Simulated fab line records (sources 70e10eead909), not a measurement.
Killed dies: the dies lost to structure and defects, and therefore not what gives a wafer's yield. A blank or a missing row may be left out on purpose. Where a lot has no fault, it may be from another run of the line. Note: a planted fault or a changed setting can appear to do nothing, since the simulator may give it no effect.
Matching of chambers :: flow nand_harc :: NHARC_A_STAIRCASE_DEP_301 on pecvd-03 has 3 sister chambers
The step deposits SiON, target thk 30 nm. 3 wafers are shown with their chamber, then 12 later ones without.

EACH WAFER AND ITS CHAMBER
wafer: L088.1
chamber: 1
heater_power_w (W): 835

wafer: L088.2
chamber: 2
heater_power_w (W): 749

wafer: L088.3
chamber: 0
heater_power_w (W): 769

WAFERS WITH NO CHAMBER GIVEN
wafer: L093.1
heater_power_w (W): 891

wafer: L093.3
heater_power_w (W): 705

wafer: L093.4
heater_power_w (W): 932

wafer: L096.1
heater_power_w (W): 822

wafer: L096.4
heater_power_w (W): 823

wafer: L096.5
heater_power_w (W): 868

wafer: L097.1
heater_power_w (W): 794

wafer: L097.2
heater_power_w (W): 679

wafer: L097.3
heater_power_w (W): 884

wafer: L097.4
heater_power_w (W): 885

wafer: L097.5
heater_power_w (W): 799

wafer: L097.6
heater_power_w (W): 664

EACH ONE'S CHAMBER
wafer: L093.1
from the rows above: can't be placed: 1 or 0 or 2
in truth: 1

wafer: L093.3
from the rows above: can't be placed: 2 or 0 or 1
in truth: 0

wafer: L093.4
from the rows above: can't be placed: 1 or 0 or 2
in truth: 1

wafer: L096.1
from the rows above: can't be placed: 1 or 0 or 2
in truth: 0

wafer: L096.4
from the rows above: can't be placed: 1 or 0 or 2
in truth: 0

wafer: L096.5
from the rows above: can't be placed: 1 or 0 or 2
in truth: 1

wafer: L097.1
from the rows above: can't be placed: 0 or 1 or 2
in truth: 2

wafer: L097.2
from the rows above: can't be placed: 2 or 0 or 1
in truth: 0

wafer: L097.3
from the rows above: can't be placed: 1 or 0 or 2
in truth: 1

wafer: L097.4
from the rows above: can't be placed: 1 or 0 or 2
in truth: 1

wafer: L097.5
from the rows above: can't be placed: 0 or 1 or 2
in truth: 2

wafer: L097.6
from the rows above: can't be placed: 2 or 0 or 1
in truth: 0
Placed correctly: 0 of 12. Not placeable from these rows: 12 (in 12, the candidates include the true chamber). Placed wrongly: 0.
How it was worked out, from the rows above alone: a wafer's distance from a chamber is the root of the sum, over the readings, of the square of ((its reading less the chamber's mean) divided by the reading's scatter). If the next closest chamber is less than 2 further off than the closest, the wafer can't be placed; otherwise it belongs to the closest. Each chamber's mean is taken over the wafers shown for it. The scatter (one wafer shown for each chamber): square how far every hidden wafer sits from the nearest shown wafer, average those squares and take the square root.
